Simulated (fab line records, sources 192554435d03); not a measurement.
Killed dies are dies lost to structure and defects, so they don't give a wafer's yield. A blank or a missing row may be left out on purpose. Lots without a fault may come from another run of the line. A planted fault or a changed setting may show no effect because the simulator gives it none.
Chamber matching | flow n5_finfet | N5_BEOL_M0_STRIP_140 on rie_diel-02: 4 sister chambers
The step strips in CF4. 4 wafers are shown with their chamber, then 10 later ones without.

WAFERS WITH THEIR CHAMBER
wafer  | chamber | showerhead_plenum_p_Torr (Torr)
L089.1 | 0       | 1.75
L089.6 | 2       | 1.74
L092.2 | 1       | 1.80
L092.4 | 3       | 1.82

WAFERS WITHOUT THEIR CHAMBER
wafer  | showerhead_plenum_p_Torr (Torr)
L092.5 | 1.82
L094.3 | 1.73
L094.5 | 1.73
L094.6 | 1.82
L095.3 | 1.82
L095.5 | 1.74
L095.6 | 1.80
L096.1 | 1.80
L096.4 | 1.74
L096.5 | 1.80

WHICH CHAMBER EACH WENT THROUGH
wafer  | from the rows above | in truth
L092.5 | 3                   | 3
L094.3 | 2                   | 2
L094.5 | 2                   | 2
L094.6 | 3                   | 3
L095.3 | 3                   | 3
L095.5 | 2                   | 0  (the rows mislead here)
L095.6 | 1                   | 1
L096.1 | 1                   | 1
L096.4 | 2                   | 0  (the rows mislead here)
L096.5 | 1                   | 1
Placed correctly: 8 of 10. Can't be placed from these rows: 0. Placed wrongly: 2.
How it was worked out, from the rows above alone: a wafer's distance from a chamber is the root of the sum, over the readings, of the square of ((its reading less the chamber's mean) divided by the reading's scatter). The wafer belongs to the nearest chamber; if the next one is less than 2 further off, it can't be placed. A chamber's mean is the mean of its shown wafers. The scatter: with one shown wafer a chamber, the root of the mean of the squares of how far each hidden wafer lies from its nearest shown one.
